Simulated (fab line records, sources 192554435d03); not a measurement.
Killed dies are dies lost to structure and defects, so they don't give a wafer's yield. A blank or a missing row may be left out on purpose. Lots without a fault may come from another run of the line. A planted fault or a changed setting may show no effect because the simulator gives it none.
fab line records | flow n5_finfet | part 2 of 2: steps 23 to 30 of 30
record lots=5 wafers=15 last_day=20
route steps=1938 shown BEOL_M14@1729
lots that met no fault: from a run of the same line without faults
start_h: hours from the record's first day to the start of the lot's first wafer shown | wait_h: hours since the lot's step before | " the same as in the row above | L1.1+2: a row that stands for several wafers | - no value, or no start given | * or withheld: withheld | < > ~ a bound
route shown NAME@n: a module of which the file shows steps, and the number in the route of the first | usual: mean/standard deviation of fault-free wafers | same: alike in all rows | chamber/n: place in a boat | sites: the reading at each site | _std_site: their standard deviation | _edge_site: outer sites' mean less inner sites' | radius_mm: how far each site lies from the wafer's centre | mask NAME#n: copy n | behind: the tool/chamber that last shaped the wafer | hold: why the lot was held/for how many hours/how that ended | device: the transistor (n, p or np) that didn't switch | end of line: the same wafers' tests at the end of the route | a step without rows: its recipe alone | killed: dies lost to structure and defects at the first sort, not the wafer's yield | map: a wafer's dies, x killed, . not, _ none there
set.NAME: the setting as run; set.NAME@STEP: as run at that earlier step | model.NAME: the simulator's own value behind a step, which no gauge read
lots at some steps of the route; a table a step, a row a wafer
services: from which hour (start_h, from the record's first day; less than 0 if before it) a tool's chamber was out of use, for how many hours, and why
## steps
# step N5_BEOL_M14_ETCH_68
# recipe chemistry=N2/H2 target=SOC mask_material=SiARC source_w=3000 bias_w=350 temp_c=40 time_s=450 ion_energy_ev=200 pressure_mtorr=30 n2_flow_sccm=200 h2_flow_sccm=200
# usual drypump_motor_current_A=5.6/0.37 h2_flow_sccm=200.0/0.58 oes_product_au=0.83/0.084 rf_vpp_V=524.6/2.8 showerhead_plenum_p_Torr=2.57/0.098 throttle_valve_pct=17.79/0.23
# columns lot.wafer tool chamber start_h wait_h drypump_motor_current_A h2_flow_sccm oes_product_au rf_hours_counter_h rf_vpp_V showerhead_plenum_p_Torr throttle_valve_pct
L077.2 rie_diel-04 3 303.36 0.1 5.1 199.9 0.92 24 526.5 2.59 17.70
L077.3 " 0 " " 6.1 200.3 0.88 45 528.9 2.70 17.67
L077.5 " 3 " " 5.1 200.1 0.93 - 525.7 2.59 17.72
L084.1 rie_diel-04 1 398.65 0.1 5.6 199.4 0.80 113 521.3 2.45 18.02
L084.2 " 3 " " 5.1 199.4 0.89 50 525.6 2.58 17.76
L084.3 " 2 " " 5.2 200.3 0.90 26 523.4 2.48 17.41
L086.1 rie_diel-04 1 413.54 0.1 5.6 199.0 0.80 118 521.7 2.45 18.02
L086.2 " 2 " " 5.2 200.7 0.89 31 523.0 2.48 17.43
L086.4 " 3 " " 5.1 200.0 0.88 - 525.8 2.58 17.76
L090.1 rie_diel-02 1 425.24 0.1 5.7 199.7 0.68 245 525.8 2.61 17.90
L090.2 " 0 " " 5.6 200.0 0.95 10 527.8 2.72 17.36
L090.4 " 3 " " 5.6 200.4 0.70 225 520.5 2.41 18.08
L088.1 rie_diel-02 1 438.02 0.1 5.7 199.0 0.67 250 526.4 2.61 17.90
L088.3 " 3 " " 5.6 199.5 0.69 230 519.4 2.41 18.09
L088.4 " 0 " " 5.6 200.0 0.92 14 527.9 2.71 17.37
# step N5_BEOL_M14_STRIP_69
# recipe chemistry=N2/H2 temp_c=40 n2_flow_sccm=200 h2_flow_sccm=200 rf_frequency_hz=6e+07
# columns lot.wafer tool chamber start_h wait_h
L077.2+3+5 rie_diel-04 3,0,3 303.62 0.1
L084.1+2+3 rie_diel-04 1,3,2 398.92 0.1
L086.1+2+4 rie_diel-04 1,2,3 413.80 0.1
L090.1+2+4 rie_diel-02 1,0,3 425.50 0.1
L088.1+3+4 rie_diel-02 1,3,0 438.29 0.1
# step N5_BEOL_M14_TRENCH_ETCH_34
# recipe chemistry=C4F8/O2/Ar target=SiO2 target_depth_a=5566.5 mask_material=SOC he_inner_torr=15 he_outer_torr=30 time_s=126.9 ion_energy_ev=800 pressure_mtorr=20 source_w=1905 bias_w=2040 Ar_flow_sccm=400 C4F8_flow_sccm=16 O2_flow_sccm=12
# usual drypump_motor_current_A=5.6/0.37 oes_f_703_au=0.83/0.081 oes_product_au=0.83/0.085 rf_vpp_V=2225/19 showerhead_plenum_p_Torr=3.46/0.12 throttle_valve_pct=30.90/0.16
# columns lot.wafer tool chamber start_h wait_h drypump_motor_current_A oes_f_703_au oes_product_au rf_hours_counter_h rf_vpp_V showerhead_plenum_p_Torr throttle_valve_pct
L077.2 rie_diel-04 3 303.63 0.0 5.1 0.93 0.93 24 2227 3.49 30.79
L077.3 " 0 " " 6.1 0.87 0.87 46 2244 3.62 30.77
L077.5 " 3 " " 5.1 0.92 0.93 - 2229 3.49 30.81
L084.1 rie_diel-04 1 398.93 0.0 5.6 0.81 0.81 113 2215 3.32 31.12
L084.2 " 3 " " 5.1 0.88 0.88 50 2228 3.48 30.82
L084.3 " 2 " " 5.1 0.89 0.90 26 2203 3.37 30.69
L086.1 rie_diel-04 1 413.81 0.0 5.6 0.80 0.79 118 2214 3.31 31.12
L086.2 " 2 " " 5.2 0.88 0.90 31 2203 3.37 30.70
L086.4 " 3 " " 5.1 0.87 0.88 - 2227 3.48 30.83
L090.1 rie_diel-02 1 425.51 0.0 5.7 0.70 0.69 246 2220 3.52 30.89
L090.2 " 0 " " 5.6 0.94 0.94 10 2265 3.66 30.64
L090.4 " 3 " " 5.7 0.71 0.70 225 2208 3.27 31.12
L088.1 rie_diel-02 1 438.30 0.0 5.8 0.70 0.68 250 2219 3.52 30.89
L088.3 " 3 " " 5.6 0.70 0.69 230 2208 3.27 31.12
L088.4 " 0 " " 5.6 0.94 0.95 15 2263 3.66 30.65
# step N5_BEOL_M14_STRIP_70
# recipe chemistry=C4F8/O2/Ar resist=SiARC rf_frequency_hz=6e+07
# columns lot.wafer tool chamber start_h wait_h
L077.2+3+5 rie_diel-04 3,0,3 303.75 0.1
L084.1+2+3 rie_diel-04 1,3,2 399.04 0.1
L086.1+2+4 rie_diel-04 1,2,3 413.92 0.1
L090.1+2+4 rie_diel-02 1,0,3 425.63 0.1
L088.1+3+4 rie_diel-02 1,3,0 438.41 0.1
# step N5_BEOL_M14_OCD_MEAS_35
# usual trench_depth_nm=556/9
# columns lot.wafer tool chamber start_h wait_h trench_depth_nm
L077.2 ocd-02 - 303.79 0.0 563
L077.3 " - " " 564
L077.5 " - " " 562
L084.1 ocd-01 - 399.08 0.0 549
L084.2 " - " " 557
L084.3 " - " " 559
L086.1 ocd-01 - 413.96 0.0 549
L086.2 " - " " 567
L086.4 " - " " 564
L090.1 ocd-01 - 425.67 0.0 556
L090.2 " - " " 555
L090.4 " - " " 536
L088.1 ocd-02 - 438.45 0.0 550
L088.3 " - " " 535
L088.4 " - " " 563
# step N5_BEOL_M14_STRIP_37
# recipe chemistry=O2 power_w=600 temp_c=60 pressure_mtorr=30 rf_frequency_hz=6e+07 bias_power_w=0 overash_fraction=0.3 o2_flow_sccm=225
# usual drypump_motor_current_A=5.7/0.36 oes_product_au=0.80/0.086 rf_vpp_V=3.5/0.87 showerhead_plenum_p_Torr=2.12/0.076 throttle_valve_pct=16.68/0.19
# columns lot.wafer tool chamber start_h wait_h drypump_motor_current_A oes_product_au rf_hours_counter_h rf_vpp_V showerhead_plenum_p_Torr throttle_valve_pct
L077.2 rie_diel-02 3 306.67 2.9 5.6 0.74 188 3.5 2.00 16.94
L077.3 " 1 " " 5.8 0.71 208 3.8 2.17 16.75
L077.5 " 1 " " 5.8 0.70 - 2.0 2.17 16.75
L084.1 rie_diel-05 1 399.12 0.0 5.4 0.85 63 3.4 2.22 16.47
L084.2 " 3 " " 6.6 0.65 255 4.6 2.15 16.97
L084.3 " 2 " " 5.8 0.90 30 4.5 2.13 16.64
L086.1 rie_diel-04 3 415.78 1.8 5.1 0.88 57 3.3 2.13 16.61
L086.2 " 1 " " 5.6 0.78 120 2.6 2.01 16.89
L086.4 " 2 " " 5.1 0.89 - 4.8 2.04 16.40
L090.1 rie_diel-05 3 425.85 0.2 6.6 0.98 1 3.8 2.15 16.49
L090.2 " 2 " " 5.8 0.85 40 3.9 2.13 16.70
L090.4 " 0 " " 6.3 0.80 82 5.6 2.12 16.68
L088.1 rie_diel-05 1 441.07 2.6 5.4 0.82 78 3.9 2.22 16.51
L088.3 " 3 " " 6.6 0.93 5 3.8 2.15 16.50
L088.4 " 0 " " 6.3 0.80 86 3.2 2.12 16.67
# step N5_BEOL_M14_ETCH_38
# recipe chemistry=CF4/N2 target=SiCN target_depth_a=1065 taper_deg=2 time_s=120.6 ion_energy_ev=150 mask_material=SiO2 pressure_mtorr=40 source_w=430 bias_w=70 Ar_flow_sccm=100 cf4_flow_sccm=60 n2_flow_sccm=60
# usual drypump_motor_current_A=5.7/0.36 oes_product_au=0.80/0.085 rf_vpp_V=382.9/1.9 showerhead_plenum_p_Torr=2.23/0.077 throttle_valve_pct=15.45/0.19
# columns lot.wafer tool chamber start_h wait_h drypump_motor_current_A oes_product_au rf_hours_counter_h rf_vpp_V showerhead_plenum_p_Torr throttle_valve_pct
L077.2 rie_diel-02 3 - - 5.6 0.73 188 379.2 2.11 15.69
L077.3 " 1 " " 5.7 0.71 208 383.9 2.27 15.54
L077.5 " 1 " " 5.8 0.72 - 385.1 2.27 15.55
L084.1 rie_diel-05 1 - - 5.4 0.84 63 385.0 2.33 15.25
L084.2 " 3 " " 6.6 0.66 255 383.2 2.25 15.72
L084.3 " 2 " " 5.8 0.90 30 382.4 2.24 15.43
L086.1 rie_diel-04 3 - - 5.1 0.88 57 383.0 2.23 15.31
L086.2 " 1 " " 5.6 0.80 120 379.8 2.13 15.64
L086.4 " 2 " " 5.1 0.89 - 381.0 2.16 15.21
L090.1 rie_diel-05 3 - - 6.6 0.97 1 382.4 2.25 15.19
L090.2 " 2 " " 5.7 0.87 40 383.9 2.24 15.45
L090.4 " 0 " " 6.3 0.80 82 383.5 2.23 15.42
L088.1 rie_diel-05 1 - - 5.4 0.81 79 385.1 2.33 15.30
L088.3 " 3 " " 6.6 0.95 5 383.9 2.25 15.20
L088.4 " 0 " " 6.3 0.80 86 383.3 2.23 15.42
# step N5_BEOL_M14_PRECLEAN_39
# recipe chemistry=residue_remover time_s=60 temp_c=40
# columns lot.wafer tool chamber start_h wait_h
L077.2+3+5 wet_bench-06 0,1,7 306.86 -
L084.1+2+3 wet_bench-06 0,5,2 399.32 -
L086.1+2+4 wet_bench-03 1,6,0 416.01 -
L090.1+2+4 wet_bench-03 0,7,3 426.05 -
L088.1+3+4 wet_bench-06 5,1,3 441.27 -
## services
# columns tool chamber start_h hours kind
wet_bench-03 - 283.60 1.9 pm
rie_diel-04 2 292.39 - clean
rie_diel-04 2 292.39 - consumable_replace:focus_ring
rie_diel-04 2 292.39 17.3 scheduled_down
rie_diel-04 2 292.39 17.3 vent_cycle
krf_scanner-02 - 292.62 1.0 pm
krf_scanner-01 - 300.49 1.0 pm
krf_scanner-02 - 309.52 0.3 repair
rie_diel-05 1 333.99 5.9 repair
rie_diel-02 3 335.79 4.6 repair
krf_scanner-01 - 361.69 0.8 pm
krf_scanner-02 - 364.00 3.9 repair
rie_diel-02 0 365.28 - clean
krf_scanner-01 - 367.88 3.6 pm
rie_diel-04 3 382.33 7.4 repair
krf_scanner-01 - 384.12 1.8 repair
krf_scanner-02 - 385.92 0.8 pm
krf_scanner-01 - 392.55 1.3 pm
rie_diel-04 0 393.93 4.7 repair
krf_scanner-02 - 395.98 1.3 repair
rie_diel-04 0 401.55 15.5 repair
rie_diel-02 0 421.32 2.2 repair
krf_scanner-02 - 422.38 1.3 pm
krf_scanner-01 - 432.07 0.6 repair
